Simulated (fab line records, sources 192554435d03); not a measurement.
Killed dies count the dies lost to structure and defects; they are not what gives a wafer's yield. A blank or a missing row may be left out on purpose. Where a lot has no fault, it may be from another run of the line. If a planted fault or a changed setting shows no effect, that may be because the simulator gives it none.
A struck lot beside a sound one | flow n5-finfet | 16 steps out of a route of 1938
Sound: these wafers, L107.1, L107.5, L107.6. Struck: wafer L117.3; the same lot's L117.1 was not struck, so it is left out; see the end for the cause.
At each step with rows: each side's tool, then ch and its chambers, then its first start. Under that, the readings that differ: sound wafers | struck wafers | difference of the means | sigmas: that difference in standard deviations of wafers without a fault.
alike: readings whose means differ by less than 2 such deviations, and words and numbers that are the same on both sides. not compared: withheld readings, readings that some wafer has no value for, bounds like >300 that may hide the same value, and numbers for which the record gives no deviation and whose values overlap.
Wherever a step has rows on one side only, a row that says differs or no value, or a row with sigmas, the two part there. When numbers do not overlap yet have no deviation, they are printed without sigmas and do not part them. A reading missing from all wafers of one side parts the sides only when that side holds two or more wafers.

N5_BEOL_M1_ETCH_41: etches SiCN in CH3F/O2, target depth 31.9 nm, time 57.8 s.
  sound on rie-diel-03 ch 0,2,3; struck on rie-diel-03 ch 3
  alike: drypump-motor-current-A, oes-product-au, rf-vpp-V, showerhead-plenum-p-Torr, throttle-valve-pct
  not compared: rf-hours-counter-h
N5_BEOL_M1_STRIP_97: strips in N2/H2, time 10 s.
  sound on rie-diel-03 ch 0,2,3; struck on rie-diel-03 ch 3
  alike: drypump-motor-current-A, h2-flow-sccm, oes-product-au, rf-vpp-V, showerhead-plenum-p-Torr, temp-c, throttle-valve-pct
  not compared: rf-hours-counter-h
N5_BEOL_M1_OCD_MEAS_38:
  sound on ocd-01, day 6 19:32; struck on ocd-01, day 10 22:53
  alike: trench-depth-nm
then, 4 steps without rows for these wafers: N5_BEOL_M1_HM_STRIP_39 (strips TiN in peroxide tin strip, target depth 25 nm, time 158 s); N5_BEOL_M1_SRD_40 (time 30 s); N5_BEOL_M1_PRECLEAN_42 (cleans in residue remover, time 60 s); N5_BEOL_M1_SRD_43 (time 30 s).
N5_BEOL_M1_CD_MEAS_35: target cd 18 nm, target cd y 21 nm.
  sound on cd-sem-02, day 6 19:42; struck on cd-sem-02, day 10 23:02
  alike: cd-nm
N5_BEOL_M1_DEGAS_44: time 60 s.
  sound on pvd-sputter-02, day 6 19:59; struck on pvd-sputter-03, day 10 23:15
  alike: heater-power-w
N5_BEOL_M1_PRE_CLEAN_45: time 30 s.
  sound on pvd-sputter-02, day 6 20:02; struck on pvd-sputter-03, day 10 23:17
  reading            | sound       | struck | difference | sigmas
  heater-power-w (W) | 380 323 381 | 286    | -75        | -2
then, 2 steps without rows for these wafers: N5_BEOL_M1_ALD_84 (deposits TaN, pulse time 2 s, purge time 3 s, co reactant purge time 2 s); N5_BEOL_M1_SURFACE_TREAT_85.
N5_BEOL_M1_CVD_47: deposits Co from CCTBA/H2, target thk 3 nm, time 223.8 s.
  sound on cvd-co-01 ch 1,2, day 6 20:23; struck on cvd-co-01 ch 0, day 10 23:45
  reading          | sound             | struck | difference | sigmas
  run-length-s (s) | 246.8 246.4 246.8 | 440.7  | +194.0     | +99 or more
  not compared: since-wet-clean-h
N5_BEOL_M1_SPUTTER_48: material Cu, target thk 4.5 nm, time 8.29 s.
  sound on pvd-sputter-02, day 6 20:40; struck on pvd-sputter-03, day 11 00:01
  alike: throttle-valve-pct
N5_BEOL_M4_RC_MEAS_101:
  sound on prober-02 ch 0, day 10 11:38; struck on prober-02 ch 0, day 12 23:37
  reading       | sound             | struck | difference | sigmas
  ION_P (uA/um) | 471 468 465       | 455    | -13        | -2
  VT_N (mV)     | 250.6 248.8 255.5 | 246.2  | -5.4       | -2
  VT_P (mV)     | -246 -245 -251    | -254   | -7         | -2
  alike: DIBL_N, DIBL_P, IOFF_N, IOFF_P, ION_N, SS_N, SS_P
-- here the record skips 4 days between the struck wafers' starts before and after, leaving off in module BEOL_M4 and picking up in module PASSIVATION (first step shown: number 1936 of the route) --
N5_PASSIVATION_PROBE_49:
  sound on prober-02, day 15 01:22; struck on prober-02, day 17 01:14
  alike: defect-limited-yield, killed_at_M0_to_M3, killed_at_M4_up, killed-at-contacts, killed-at-front-end, killed-at-other, killed-dies, killed-open, killed-short, sort_bin_5_function, sort_bin_6_memory, sort-n-pass, sort-yield-pct

WHERE THEY PART
At N5_BEOL_M1_PRE_CLEAN_45 first; at N5_BEOL_M4_RC_MEAS_101 last (within this record only). Later steps at which nothing parts them and some readings are alike: N5_PASSIVATION_PROBE_49.

WHY: whatever the simulator had introduced
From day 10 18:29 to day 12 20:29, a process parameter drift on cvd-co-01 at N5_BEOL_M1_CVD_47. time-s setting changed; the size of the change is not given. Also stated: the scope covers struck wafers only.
